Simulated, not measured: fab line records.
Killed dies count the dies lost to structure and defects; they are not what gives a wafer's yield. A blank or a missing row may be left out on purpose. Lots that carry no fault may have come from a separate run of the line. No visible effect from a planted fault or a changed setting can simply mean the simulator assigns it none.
One fault seen from 2 desks :: flow n5-finfet :: numbers are kept per desk, each desk with only its own; the story behind them comes last

== THE TOOL OWNER'S DESK: rie-diel-02 ==
The tool's own readings at N5_BEOL_M10_VIA_ETCH_34 (etches SiCOH lowk in C4F6/O2, target depth 184.5 nm, time 69.2 s): means of the sampled wafers that have a number, for each lot that ran on this tool. The brackets show how far a lot's mean lies from the usual mean; more than 4 standard deviations puts the lot out of limits, marked OUT.
Columns: A = bias-w at N5_BEOL_M10_VIA_ETCH_34, usual 185.0 W; B = drypump-motor-current-A at N5_BEOL_M10_VIA_ETCH_34, usual 5.7 A; C = oes_f_703_au at N5_BEOL_M10_VIA_ETCH_34, usual 0.80 a.u.; D = oes-product-au at N5_BEOL_M10_VIA_ETCH_34, usual 0.81 a.u.; E = rf-vpp-V at N5_BEOL_M10_VIA_ETCH_34, usual 672 V; F = showerhead-plenum-p-Torr at N5_BEOL_M10_VIA_ETCH_34, usual 2.87 Torr; G = throttle-valve-pct at N5_BEOL_M10_VIA_ETCH_34, usual 20.91 %
lot: L854
first seen here: day 11 07:06
A: 185.4
B: 5.8
C: 0.79
D: 0.78
E: 668
F: 2.87
G: 20.90

lot: L856
first seen here: day 11 14:14
A: 185.3
B: 5.7
C: 0.85
D: 0.83
E: 662
F: 2.93
G: 20.67

lot: L858
first seen here: day 12 13:50
A: 184.6
B: 5.5
C: 0.79
D: 0.77
E: 665
F: 2.84
G: 20.89

lot: L860
first seen here: day 13 03:53
A: 184.6
B: 5.8
C: 0.80
D: 0.77
E: 672
F: 2.84
G: 20.83

lot: L865
first seen here: day 14 14:29
A: 174.2 (-23) OUT
B: 5.7
C: 0.82
D: 0.79
E: 630
F: 2.92
G: 20.72
Finding of this desk: L865 out of limits; the first was L865 at day 14 14:29, on bias-w at N5_BEOL_M10_VIA_ETCH_34. L854, L856, L858, L860 stayed within limits.

== THE METROLOGY DESK ==
What the gauges read, lot by lot, whatever tool the lot ran on: means of the sampled wafers that have a number. The brackets show how far a lot's mean lies from the usual mean; more than 4 standard deviations puts the lot out of limits, marked OUT.
Columns: A = M10_OVL at N5_BEOL_M10_OVL_MEAS_12, usual 0.3 nm
lot: L854
first seen here: day 11 03:16
A: -0.8

lot: L856
first seen here: day 11 12:37
A: -0.4

lot: L858
first seen here: day 12 11:40
A: 0.6

lot: L860
first seen here: day 13 01:08
A: 0.3

lot: L859
first seen here: day 13 05:12
A: 0.1

lot: L862
first seen here: day 13 22:37
A: 0.2

lot: L865
first seen here: day 14 12:14
A: 0.8

lot: L872
first seen here: day 16 02:33
A: 0.1

lot: L876
first seen here: day 16 10:55
A: -0.1

lot: L875
first seen here: day 17 05:34
A: 1.2
Finding of this desk: none of the 10 lots has anything out of limits.

== BROUGHT TOGETHER ==
An alarm could have come from the tool owner's desk at day 14 14:29, on L865.
At the metrology desk, nothing out of limits was observed.
The metrology desk holds a record of L865, inside its limits.
On rie-diel-02, each named lot ran N5_BEOL_M10_VIA_ETCH_34.

== WHAT THE SIMULATOR HAD INSERTED ==
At N5_BEOL_M10_VIA_ETCH_34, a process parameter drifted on rie-diel-02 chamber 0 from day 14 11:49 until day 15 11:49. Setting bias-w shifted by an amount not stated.
Lots struck among those shown: L865.
How many hours passed from the start of the fault until each desk's first out-of-limits reading: the tool owner's desk, 3.
